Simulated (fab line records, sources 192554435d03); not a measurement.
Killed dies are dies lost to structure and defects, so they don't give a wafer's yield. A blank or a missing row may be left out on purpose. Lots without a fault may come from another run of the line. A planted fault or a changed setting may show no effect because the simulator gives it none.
Which tool did it? | flow n5_finfet | 11 lots, 30 wafers sampled, at 1 step of a route of 1938

WHAT THE GAUGES READ, wafer by wafer
N5_BEOL_M4_RC_MEAS_101.
lot  | measured     | on        | DIBL_N (mV/V)
L552 | day 9 08:05  | prober-02 | 36.1 35.4 35.2
L554 | day 9 13:21  | prober-01 | 33.6 34.8 35.2
L557 | day 9 14:41  | prober-02 | 35.8 36.6
L555 | day 9 15:12  | prober-01 | 38.2 38.3 37.6
L558 | day 9 20:40  | prober-01 | 34.9 35.0
L561 | day 11 08:19 | prober-01 | 33.8 34.2 37.2
L564 | day 11 13:08 | prober-02 | 36.1 34.2 33.9
L568 | day 12 17:50 | prober-02 | 35.9 38.4 35.4
L570 | day 13 08:40 | prober-01 | 34.2 36.4 36.4
L569 | day 13 10:35 | prober-02 | 35.0 35.3
L572 | day 13 17:14 | prober-02 | 36.7 35.5 40.2

WHICH TOOL RAN EACH LOT (tool, then ch and the chambers of the sampled wafers, then the start)
The record holds no process step before these readings.

THE ANSWER, worked out from the rows above alone
Rule: what is usual is taken from the lots themselves. Put in order of their means at a reading, lots are off if they are a third of the lots or fewer, leave a main group of 4 or more, and stand apart from it by a gap of 3 or more times the standard deviation of the main group's means; of several such gaps the widest counts. A main group whose means are all the same, to the digits that the tables above print for the reading, isn't used. A lot without any number at a reading at which 4 lots or more have one is off too. The other lots that the step has rows for count as sound.
No lot is off at any reading shown: from this, nothing can be told.

WHAT THE SIMULATOR HAD PUT IN
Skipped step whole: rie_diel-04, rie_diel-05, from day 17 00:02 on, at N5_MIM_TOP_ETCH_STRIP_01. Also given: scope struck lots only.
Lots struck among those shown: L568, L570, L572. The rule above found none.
